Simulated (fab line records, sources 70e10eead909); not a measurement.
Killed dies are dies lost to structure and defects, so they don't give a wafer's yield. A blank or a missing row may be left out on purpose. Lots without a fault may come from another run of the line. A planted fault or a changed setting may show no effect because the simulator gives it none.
fab line records | flow nand_harc
record lots=6 wafers=18 last_day=24
route steps=1159 shown A_CONTACT@855 END@1159
lots that met no fault: from a run of the same line without faults
start_h: hours from the record's first day to the start of the lot's first wafer shown | wait_h: hours since the lot's step before | " the same as in the row above | L1.1+2: a row that stands for several wafers | - no value, or no start given | * or withheld: withheld | < > ~ a bound
route shown NAME@n: a module of which the file shows steps, and the number in the route of the first | usual: mean/standard deviation of fault-free wafers | same: alike in all rows | chamber/n: place in a boat | sites: the reading at each site | _std_site: their standard deviation | _edge_site: outer sites' mean less inner sites' | radius_mm: how far each site lies from the wafer's centre | mask NAME#n: copy n | behind: the tool/chamber that last shaped the wafer | hold: why the lot was held/for how many hours/how that ended | device: the transistor (n, p or np) that didn't switch | end of line: the same wafers' tests at the end of the route | a step without rows: its recipe alone | killed: dies lost to structure and defects at the first sort, not the wafer's yield | map: a wafer's dies, x killed, . not, _ none there
set.NAME: the setting as run; set.NAME@STEP: as run at that earlier step | model.NAME: the simulator's own value behind a step, which no gauge read
lots at some steps of the route; a table a step, a row a wafer
services: from which hour (start_h, from the record's first day; less than 0 if before it) a tool's chamber was out of use, for how many hours, and why
## steps
# step NHARC_A_CONTACT_OVL_MEAS_43
# usual overlay_x_nm=0.1/0.93 overlay_y_nm=0.0/0.9
# columns lot.wafer tool chamber start_h wait_h overlay_x_nm overlay_y_nm
L286.2 overlay-02 - 388.48 - -0.1 1.5
L286.3 " - " " -0.1 1.4
L286.4 " - " " -0.1 1.6
L295.1 overlay-02 - 465.01 - -0.9 0.4
L295.4 " - " " -1.3 0.8
L295.6 " - " " -1.1 1.0
L294.1 overlay-02 - 467.29 - 0.8 0.5
L294.3 " - " " 0.9 -0.3
L294.6 " - " " 1.0 -0.8
L299.1 overlay-01 - 470.01 - 0.4 1.6
L299.4 " - " " 0.5 1.2
L299.5 " - " " 0.6 1.4
L302.4 overlay-02 - 476.43 - 1.1 0.3
L302.5 " - " " 1.8 0.2
L302.6 " - " " 1.1 0.0
L303.1 overlay-02 - 509.73 - 0.5 0.1
L303.4 " - " " 0.5 -0.3
L303.6 " - " " 1.1 -0.8
# step NHARC_A_CONTACT_INSPECT_44
# usual raw_defect_count=26/11
# columns lot.wafer tool chamber start_h wait_h raw_defect_count
L286.2 defect_inspect-02 - 388.51 0.0 38
L286.3 " - " " 32
L286.4 " - " " 34
L295.1 defect_inspect-01 - 465.04 0.0 38
L295.4 " - " " 30
L295.6 " - " " 33
L294.1 defect_inspect-02 - 467.32 0.0 16
L294.3 " - " " 18
L294.6 " - " " 14
L299.1 defect_inspect-02 - 470.05 0.0 41
L299.4 " - " " 59
L299.5 " - " " 43
L302.4 defect_inspect-02 - 476.47 0.0 37
L302.5 " - " " 37
L302.6 " - " " 33
L303.1 defect_inspect-01 - 509.77 0.0 34
L303.4 " - " " 42
L303.6 " - " " 43
# step NHARC_A_CONTACT_DESCUM_47
# recipe time_s=3 o2_flow_sccm=200 ar_flow_sccm=0 bias_power_w=0 chemistry=O2
# step NHARC_A_CONTACT_ETCH_48
# recipe target_depth_a=390 over_etch_frac=0.3 time_s=65 ion_energy_ev=80 cf4_flow_sccm=150 ar_flow_sccm=0 rf_w=300 bias_w=100 chemistry=CF4
# step NHARC_A_CONTACT_ETCH_49
# recipe target_depth_a=2600 over_etch_frac=0.3 time_s=475.3 ion_energy_ev=200 n2_flow_sccm=150 h2_flow_sccm=150 ar_flow_sccm=0 rf_w=400 bias_w=150 chemistry=N2/H2
# usual bias_w=150.0/0.4 chamber_pressure_mTorr=30.003/0.027 drypump_motor_current_A=5.7/0.42 mfc_ar_sccm=0.021/0.016 oes_product_au=1.000/0.0075 rf_vpp_V=431.8/2.9 showerhead_plenum_p_Torr=2.09/0.1 throttle_valve_pct=14.172/0.0093
# columns lot.wafer tool chamber start_h wait_h bias_w chamber_pressure_mTorr drypump_motor_current_A mfc_ar_sccm oes_product_au rf_hours_counter_h rf_vpp_V showerhead_plenum_p_Torr throttle_valve_pct
L286.2 rie_diel-11 1 - - 150.5 30.000 5.6 0 0.989 4 434.3 2.17 14.182
L286.3 " 2 " " 150.4 29.982 5.8 0.024 1.008 4 427.0 1.92 14.175
L286.4 " 3 " " 149.1 30.032 5.8 0.036 0.992 4 431.4 2.06 14.161
L295.4 rie_diel-11 3 - - 149.8 30.021 5.8 0.036 0.997 19 430.0 2.06 14.188
L295.1 " 0 " " 149.9 29.969 5.6 0.041 1.016 18 433.6 2.15 14.164
L295.6 " 2 " " 149.9 29.989 5.7 0.024 1.001 - 426.3 1.91 14.170
L294.3 rie_diel-11 3 - - 150.0 30.002 5.8 0.036 1.003 20 429.3 2.06 14.181
L294.1 " 0 " " 149.7 30.022 5.6 0.041 1.003 18 433.8 2.15 14.178
L294.6 " 2 " " 150.4 29.974 5.8 0.024 1.002 - 426.7 1.91 14.154
L299.4 rie_diel-12 3 - - 149.5 30.004 5.3 0 1.001 26 435.5 2.19 14.170
L299.1 " 2 " " 149.7 29.983 4.8 0.014 1.009 26 434.9 2.21 14.180
L299.5 " 0 " " 150.0 29.964 5.5 0.028 1.000 - 434.2 2.18 14.160
L302.5 rie_diel-01 3 - - 149.4 30.022 6.3 0.026 0.992 - 433.3 2.12 14.156
L302.6 " 1 " " 150.4 29.981 5.7 0 1.005 - 431.5 2.04 14.187
L302.4 " 2 " " 149.3 30.005 6.6 0.044 0.992 - 429.5 2.01 14.166
L303.1 rie_diel-11 3 - - 150.2 29.954 5.8 0.036 1.001 28 431.9 2.05 14.157
L303.4 " 2 " " 149.9 30.010 5.7 0.024 0.997 - 428.6 1.91 14.154
L303.6 " 3 " " 150.1 29.994 5.8 0.036 0.993 - 430.5 2.05 14.178
# step NHARC_A_CONTACT_ETCH_50
# recipe target_depth_a=847 time_s=42.4 cf4_flow_sccm=100 chf3_flow_sccm=30 ar_flow_sccm=0 rf_w=500 bias_w=200 chemistry=CF4/CHF3
# usual bias_w=200.1/0.6 cf4_flow_sccm=100.0/0.32 drypump_motor_current_A=5.7/0.41 mfc_ar_sccm=0.021/0.016 oes_product_au=0.956/0.021 rf_vpp_V=371.6/2.6 showerhead_plenum_p_Torr=1.60/0.072 throttle_valve_pct=16.804/0.0093
# columns lot.wafer tool chamber start_h wait_h bias_w cf4_flow_sccm drypump_motor_current_A mfc_ar_sccm oes_product_au rf_hours_counter_h rf_vpp_V showerhead_plenum_p_Torr throttle_valve_pct
L286.2 rie_diel-11 1 - - 200.6 99.6 5.6 0 0.975 5 373.0 1.66 16.805
L286.3 " 2 " " 198.9 99.6 5.8 0.024 0.982 4 367.8 1.49 16.808
L286.4 " 3 " " 199.5 99.2 5.8 0.036 0.969 4 370.8 1.59 16.802
L295.1 rie_diel-11 3 - - 199.7 99.9 5.8 0.036 0.965 19 371.8 1.59 16.804
L295.4 " 1 " " 200.5 99.9 5.5 0 0.945 18 373.3 1.66 16.813
L295.6 " 3 " " 199.7 100.3 5.8 0.036 0.949 - 370.2 1.59 16.822
L294.1 rie_diel-11 2 - - 200.8 100.2 5.7 0.024 0.986 19 365.4 1.48 16.812
L294.3 " 0 " " 200.3 99.8 5.6 0.041 0.957 18 374.4 1.65 16.801
L294.6 " 2 " " 200.2 99.7 5.8 0.024 0.976 - 368.3 1.48 16.794
L299.4 rie_diel-12 2 - - 199.8 100.2 4.8 0.014 0.957 26 374.7 1.69 16.796
L299.1 " 3 " " 199.6 100.4 5.3 0 0.967 26 374.0 1.68 16.810
L299.5 " 2 " " 199.3 100.0 4.9 0.014 0.961 - 375.2 1.69 16.802
L302.6 rie_diel-01 1 - - 200.1 100.3 5.7 0 0.919 - 370.6 1.58 16.824
L302.5 " 2 " " 201.0 99.5 6.6 0.044 0.920 - 369.4 1.55 16.797
L302.4 " 3 " " 199.4 99.9 6.2 0.026 0.922 - 372.3 1.63 16.798
L303.1 rie_diel-11 3 - - 199.7 100.1 5.8 0.036 0.959 28 372.5 1.58 16.789
L303.4 " 1 " " 200.4 100.5 5.5 0 0.959 - 371.8 1.66 16.812
L303.6 " 2 " " 200.7 100.5 5.7 0.024 0.963 - 367.9 1.48 16.811
# step NHARC_A_CONTACT_ETCH_51
# recipe target_depth_a=36000 over_etch_frac=0.3 time_s=936 ion_energy_ev=150 o2_flow_sccm=400 cos_flow_sccm=20 ar_flow_sccm=0 rf_w=500 bias_w=300 chemistry=O2/COS
# usual bias_w=300.0/0.95 chamber_pressure_mTorr=19.999/0.019 drypump_motor_current_A=5.7/0.42 mfc_ar_sccm=0.021/0.016 oes_product_au=1.000/0.0066 rf_vpp_V=315.1/2.3 showerhead_plenum_p_Torr=3.18/0.14 throttle_valve_pct=28.329/0.0078
# columns lot.wafer tool chamber start_h wait_h bias_w chamber_pressure_mTorr drypump_motor_current_A mfc_ar_sccm oes_product_au rf_hours_counter_h rf_vpp_V showerhead_plenum_p_Torr throttle_valve_pct
L286.3 rie_diel-11 1 - - 301.2 19.988 5.6 0 0.992 5 315.0 3.30 28.328
L286.2 " 2 " " 299.8 19.980 5.8 0.024 1.005 4 311.4 2.95 28.335
L286.4 " 0 " " 300.3 19.998 5.6 0.041 1.004 5 316.4 3.28 28.336
L295.1 rie_diel-11 2 - - 299.8 20.024 5.8 0.024 0.997 19 312.2 2.94 28.320
L295.4 " 3 " " 301.1 20.013 5.8 0.036 0.996 19 314.5 3.15 28.323
L295.6 " 2 " " 299.3 19.968 5.8 0.024 0.995 - 312.2 2.94 28.340
L294.3 rie_diel-11 3 - - 301.1 20.010 5.8 0.036 0.992 20 315.1 3.15 28.339
L294.1 " 1 " " 300.3 20.008 5.6 0 1.010 18 315.7 3.30 28.325
L294.6 " 3 " " 300.3 19.984 5.8 0.036 0.989 - 314.2 3.15 28.323
L299.1 rie_diel-12 1 - - 299.3 20.009 5.2 0.006 0.993 29 315.2 3.24 28.328
L299.4 " 3 " " 300.8 20.001 5.3 0 1.010 26 317.5 3.33 28.332
L299.5 " 0 " " 300.3 20.016 5.5 0.028 1.001 - 317.3 3.32 28.321
L302.4 rie_diel-01 2 - - 301.2 19.990 6.6 0.044 0.997 - 313.3 3.08 28.313
L302.6 " 3 " " 298.7 19.973 6.3 0.026 0.996 - 315.8 3.23 28.316
L302.5 " 1 " " 300.7 19.976 5.6 0 1.015 - 314.2 3.13 28.325
L303.1 rie_diel-11 1 - - 298.8 19.970 5.6 0 0.990 26 316.4 3.29 28.347
L303.4 " 2 " " 298.8 19.979 5.8 0.024 1.002 - 311.8 2.94 28.325
L303.6 " 1 " " 298.0 19.952 5.6 0 0.999 - 316.8 3.29 28.341
# step NHARC_A_CONTACT_ETCH_111
# recipe source_w=withheld pressure_mtorr=20 bias_v=withheld time_s=140 target_depth_a=7000 ar_flow_sccm=withheld c4f8_flow_sccm=withheld o2_flow_sccm=withheld chemistry=C4F8/O2/Ar
# step NHARC_A_CONTACT_ETCH_112
# recipe source_w=withheld pressure_mtorr=20 bias_v=3000 time_s=94 target_depth_a=9220 ar_flow_sccm=withheld c4f8_flow_sccm=withheld o2_flow_sccm=withheld chemistry=C4F8/O2/Ar
# step NHARC_A_CONTACT_ETCH_113
# recipe source_w=withheld pressure_mtorr=20 bias_v=3000 time_s=94 target_depth_a=9220 ar_flow_sccm=withheld c4f8_flow_sccm=withheld o2_flow_sccm=withheld chemistry=C4F8/O2/Ar
# step NHARC_A_CONTACT_ETCH_114
# recipe source_w=withheld pressure_mtorr=20 bias_v=3000 time_s=94 target_depth_a=9220 ar_flow_sccm=withheld c4f8_flow_sccm=withheld o2_flow_sccm=withheld chemistry=C4F8/O2/Ar
# step NHARC_A_CONTACT_ETCH_115
# recipe source_w=withheld pressure_mtorr=20 bias_v=3000 time_s=94 target_depth_a=9220 ar_flow_sccm=withheld c4f8_flow_sccm=withheld o2_flow_sccm=withheld chemistry=C4F8/O2/Ar
# usual chamber_pressure_mTorr=20.000/0.016 oes_air_line_au=0.998/0.022
# columns lot.wafer tool chamber start_h wait_h chamber_pressure_mTorr oes_air_line_au rf_hours_counter_h
L286.2 har_cap_etch-01 0 390.33 0.1 20.001 1.019 58
L286.4 " 1 " " 19.991 0.962 -
L286.3 " 0 " " 20.000 1.011 -
L295.1 har_cap_etch-02 0 467.23 0.1 19.997 0.959 25
L295.4 " 1 " " 20.003 0.993 -
L295.6 " 0 " " 20.018 1.004 -
L294.1 har_cap_etch-01 0 469.12 0.1 19.998 0.970 72
L294.3 " 0 " " 20.026 0.986 -
L294.6 " 0 " " 19.982 0.979 -
L299.1 har_cap_etch-03 0 472.09 0.1 20.010 1.043 102
L299.4 " 1 " " 19.992 0.982 -
L299.5 " 0 " " 20.016 0.985 -
L302.4 har_cap_etch-02 1 479.08 0.1 20.022 1.025 -
L302.5 " 1 " " 19.983 0.997 -
L302.6 " 0 " " 19.991 1.021 -
L303.1 har_cap_etch-03 1 511.82 0.1 20.018 0.998 111
L303.4 " 1 " " 20.000 1.010 -
L303.6 " 1 " " 19.980 0.982 -
# step NHARC_A_CONTACT_ETCH_116
# recipe source_w=withheld pressure_mtorr=20 bias_v=3000 time_s=94 target_depth_a=9220 ar_flow_sccm=withheld c4f8_flow_sccm=withheld o2_flow_sccm=withheld chemistry=C4F8/O2/Ar
# usual chamber_pressure_mTorr=20.001/0.017 oes_air_line_au=1.001/0.018
# columns lot.wafer tool chamber start_h wait_h chamber_pressure_mTorr oes_air_line_au rf_hours_counter_h
L286.2 har_cap_etch-01 0 390.42 0.1 19.989 1.050 58
L286.4 " 1 " " 19.999 0.993 -
L286.3 " 0 " " 19.991 1.033 -
L295.1 har_cap_etch-02 0 467.39 0.1 - - -
L295.4 " 1 " " - - -
L295.6 " 0 " " - - -
L294.1 har_cap_etch-01 0 469.22 0.1 - - -
L294.3 " 0 " " - - -
L294.6 " 0 " " - - -
L299.1 har_cap_etch-03 0 472.18 0.1 20.000 1.026 102
L299.4 " 1 " " 20.032 0.992 -
L299.5 " 0 " " 20.006 0.989 -
L302.4 har_cap_etch-02 1 479.24 0.1 20.005 1.023 -
L302.5 " 1 " " 19.982 1.019 -
L302.6 " 0 " " 19.998 0.999 -
L303.1 har_cap_etch-03 1 511.91 0.1 19.990 1.021 111
L303.4 " 1 " " 20.018 0.993 -
L303.6 " 1 " " 19.987 1.018 -
# step NHARC_A_CONTACT_ETCH_117
# recipe source_w=withheld pressure_mtorr=20 bias_v=3000 time_s=94 target_depth_a=9220 ar_flow_sccm=withheld c4f8_flow_sccm=withheld o2_flow_sccm=withheld chemistry=C4F8/O2/Ar
# usual chamber_pressure_mTorr=20.000/0.02 oes_air_line_au=1.002/0.021
# columns lot.wafer tool chamber start_h wait_h chamber_pressure_mTorr oes_air_line_au rf_hours_counter_h
L286.2 har_cap_etch-01 0 390.51 0.1 20.022 0.999 58
L286.4 " 1 " " 20.012 1.005 -
L286.3 " 0 " " 20.017 1.021 -
L295.1 har_cap_etch-02 0 467.56 0.1 19.977 0.993 25
L295.4 " 1 " " 19.998 0.985 -
L295.6 " 0 " " 19.998 1.007 -
L294.1 har_cap_etch-01 0 469.31 0.1 20.000 0.992 72
L294.3 " 0 " " 20.010 1.009 -
L294.6 " 0 " " 19.992 1.001 -
L299.1 har_cap_etch-03 0 472.27 0.1 20.005 0.997 102
L299.4 " 1 " " 19.996 1.022 -
L299.5 " 0 " " 20.004 0.988 -
L302.4 har_cap_etch-02 1 479.40 0.1 20.019 1.030 -
L302.5 " 1 " " 20.007 1.026 -
L302.6 " 0 " " 19.982 0.989 -
L303.1 har_cap_etch-03 1 512.00 0.1 19.996 1.019 111
L303.4 " 1 " " 20.005 1.022 -
L303.6 " 1 " " 19.983 1.012 -
# step NHARC_END_SORT_01
# recipe temp_c=25
# usual killed_at_array=24/7.4 killed_at_other=0.5/0.81 killed_at_periphery=3.4/2.3 killed_dies=28/8 killed_open=3.4/1.8 killed_short=2.0/1.4
# same gross_dies=677
# columns lot.wafer tool chamber start_h wait_h killed_at_array killed_at_other killed_at_periphery killed_dies killed_open killed_short
L295.1 prober-01 0 546.04 2.5 676 0 1 677 1 5
L295.4 prober-01 0 548.40 3.4 675 0 2 677 3 2
L295.6 prober-01 0 549.98 3.9 674 0 3 677 4 0
L294.1 prober-01 0 553.76 2.5 677 0 0 677 2 1
L294.3 prober-01 0 555.37 3.1 672 3 2 677 2 0
L294.6 prober-01 0 557.79 4.0 674 1 2 677 3 0
# killed by level:class
L295.1 A_CONTACT:area_etch=637 A_CHANNEL_HOLE_D1:chamber_film_flake=17 A_CONTACT:chamber_film_flake=6 A_WL_FILL:geometric_particle:short=3 A_CHANNEL_FILL_D1:chamber_film_flake=3 A_STAIRCASE:chamber_film_flake=3 A_WL_FILL:chamber_film_flake=3 A_BLC:chamber_film_flake=2
L295.4 A_CONTACT:area_etch=649 A_CHANNEL_HOLE_D1:chamber_film_flake=8 A_CONTACT:chamber_film_flake=6 A_STAIRCASE:chamber_film_flake=5 A_CHANNEL_FILL_D1:geometric_particle:short=2 P_M0:geometric_particle:open=1 A_ONON_D1:geometric_particle:open=1 A_CHANNEL_HOLE_D1:geometric_particle:open=1
L295.6 A_CONTACT:area_etch=650 A_CHANNEL_HOLE_D1:chamber_film_flake=9 A_STAIRCASE:chamber_film_flake=5 A_CONTACT:chamber_film_flake=4 A_CONTACT:geometric_particle:open=3 A_CHANNEL_FILL_D1:chamber_film_flake=3 P_GATE:chamber_film_flake=2 P_M1:geometric_particle:open=1
L294.1 A_CONTACT:area_etch=653 A_STAIRCASE:chamber_film_flake=10 A_CONTACT:chamber_film_flake=5 A_CHANNEL_HOLE_D1:chamber_film_flake=3 A_WL_FILL:chamber_film_flake=3 A_M0:geometric_particle:open=2 A_M1:geometric_particle:short=1
L294.3 A_CONTACT:area_etch=651 A_STAIRCASE:chamber_film_flake=10 A_CHANNEL_HOLE_D1:chamber_film_flake=6 A_CONTACT:chamber_film_flake=5 THIN_TSV:chamber_film_flake=3 P_CONTACT:geometric_particle:open=2
L294.6 A_CONTACT:area_etch=655 A_CHANNEL_HOLE_D1:chamber_film_flake=5 A_STAIRCASE:chamber_film_flake=5 A_CONTACT:chamber_film_flake=4 A_M0:geometric_particle:open=2 A_CONTACT:geometric_particle:open=1 P_STI:chamber_film_flake=1 P_GATE:chamber_film_flake=1
# map L294.1 (x killed, . not)
____________x____________
_________xxxxxxx_________
_______xxxxxxxxxxx_______
______xxxxxxxxxxxxx______
_____xxxxxxxxxxxxxxx_____
____xxxxxxxxxxxxxxxxx____
____xxxxxxxxxxxxxxxxx____
___xxxxxxxxxxxxxxxxxxx___
___xxxxxxxxxxxxxxxxxxx___
__xxxxxxxxxxxxxxxxxxxxx__
__xxxxxxxxxxxxxxxxxxxxx__
_xxxxxxxxxxxxxxxxxxxxxxx_
_xxxxxxxxxxxxxxxxxxxxxxx_
_xxxxxxxxxxxxxxxxxxxxxxx_
_xxxxxxxxxxxxxxxxxxxxxxx_
_xxxxxxxxxxxxxxxxxxxxxxx_
xxxxxxxxxxxxxxxxxxxxxxxxx
xxxxxxxxxxxxxxxxxxxxxxxxx
xxxxxxxxxxxxxxxxxxxxxxxxx
xxxxxxxxxxxxxxxxxxxxxxxxx
xxxxxxxxxxxxxxxxxxxxxxxxx
_xxxxxxxxxxxxxxxxxxxxxxx_
_xxxxxxxxxxxxxxxxxxxxxxx_
_xxxxxxxxxxxxxxxxxxxxxxx_
_xxxxxxxxxxxxxxxxxxxxxxx_
_xxxxxxxxxxxxxxxxxxxxxxx_
__xxxxxxxxxxxxxxxxxxxxx__
__xxxxxxxxxxxxxxxxxxxxx__
___xxxxxxxxxxxxxxxxxxx___
___xxxxxxxxxxxxxxxxxxx___
____xxxxxxxxxxxxxxxxx____
____xxxxxxxxxxxxxxxxx____
_____xxxxxxxxxxxxxxx_____
______xxxxxxxxxxxxx______
_______xxxxxxxxxxx_______
_________xxxxxxx_________
____________x____________
# map L295.1 (x killed, . not)
____________x____________
_________xxxxxxx_________
_______xxxxxxxxxxx_______
______xxxxxxxxxxxxx______
_____xxxxxxxxxxxxxxx_____
____xxxxxxxxxxxxxxxxx____
____xxxxxxxxxxxxxxxxx____
___xxxxxxxxxxxxxxxxxxx___
___xxxxxxxxxxxxxxxxxxx___
__xxxxxxxxxxxxxxxxxxxxx__
__xxxxxxxxxxxxxxxxxxxxx__
_xxxxxxxxxxxxxxxxxxxxxxx_
_xxxxxxxxxxxxxxxxxxxxxxx_
_xxxxxxxxxxxxxxxxxxxxxxx_
_xxxxxxxxxxxxxxxxxxxxxxx_
_xxxxxxxxxxxxxxxxxxxxxxx_
xxxxxxxxxxxxxxxxxxxxxxxxx
xxxxxxxxxxxxxxxxxxxxxxxxx
xxxxxxxxxxxxxxxxxxxxxxxxx
xxxxxxxxxxxxxxxxxxxxxxxxx
xxxxxxxxxxxxxxxxxxxxxxxxx
_xxxxxxxxxxxxxxxxxxxxxxx_
_xxxxxxxxxxxxxxxxxxxxxxx_
_xxxxxxxxxxxxxxxxxxxxxxx_
_xxxxxxxxxxxxxxxxxxxxxxx_
_xxxxxxxxxxxxxxxxxxxxxxx_
__xxxxxxxxxxxxxxxxxxxxx__
__xxxxxxxxxxxxxxxxxxxxx__
___xxxxxxxxxxxxxxxxxxx___
___xxxxxxxxxxxxxxxxxxx___
____xxxxxxxxxxxxxxxxx____
____xxxxxxxxxxxxxxxxx____
_____xxxxxxxxxxxxxxx_____
______xxxxxxxxxxxxx______
_______xxxxxxxxxxx_______
_________xxxxxxx_________
____________x____________
## services
# columns tool chamber start_h hours kind
rie_diel-11 - 366.53 9.0 pm
rie_diel-11 0 366.53 9.0 vent_cycle
rie_diel-11 1 366.53 9.0 vent_cycle
rie_diel-11 2 366.53 9.0 vent_cycle
rie_diel-11 3 366.53 9.0 vent_cycle
rie_diel-01 - 370.63 0.4 repair
rie_diel-11 0 375.53 - clean
rie_diel-11 1 375.53 - clean
rie_diel-11 2 375.53 - clean
rie_diel-11 3 375.53 - clean
rie_diel-12 - 379.62 9.0 pm
rie_diel-11 0 400.10 - clean
rie_diel-11 1 400.10 - clean
rie_diel-11 2 400.10 - clean
rie_diel-11 3 400.10 - clean
rie_diel-11 0 424.60 - clean
rie_diel-01 - 437.94 0.2 repair
har_cap_etch-02 - 439.59 0.3 repair
har_cap_etch-01 - 440.34 0.3 repair
rie_diel-11 0 441.10 3.3 repair
rie_diel-11 1 454.41 2.5 repair
rie_diel-01 0 490.11 22.5 repair
rie_diel-01 - 491.99 9.0 pm
rie_diel-11 0 500.70 10.5 repair
## key
first_sign step=NHARC_A_CONTACT_ETCH_116 reading=tool_record direction=missing
effect step=NHARC_END_SORT_01 reading=killed_at_array direction=up sigmas=88 usual=24 struck=675
more_kills_born_at NHARC_A_CONTACT_ETCH_116@har_cap_etch-01=1959 NHARC_A_CONTACT_ETCH_116@har_cap_etch-02=1936
met_at NHARC_A_CONTACT_ETCH_116
struck_wafers L294.1,L294.3,L294.6,L295.1,L295.4,L295.6
later_rows_left_out L294.1,L294.3,L294.6,L295.1,L295.4,L295.6
tester_left_out L294,L295
onset_between 390.42 467.39
fault kind=skipped_step_whole tool=har_cap_etch-01,har_cap_etch-02 chamber=- onset_h=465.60 steps=NHARC_A_CONTACT_ETCH_116 scope=struck_lots_only
# tester_left_out: of these lots the tester's yield and bins aren't shown, on N5 and GAA mostly nor the transistor test; their killed dies are dies lost to structure and defects alone, not to doping, threshold or leakage, so they don't give the yield
# later_rows_left_out: the simulator's readings of these wafers behind a module that went badly wrong aren't trusted and aren't shown, but for the sort
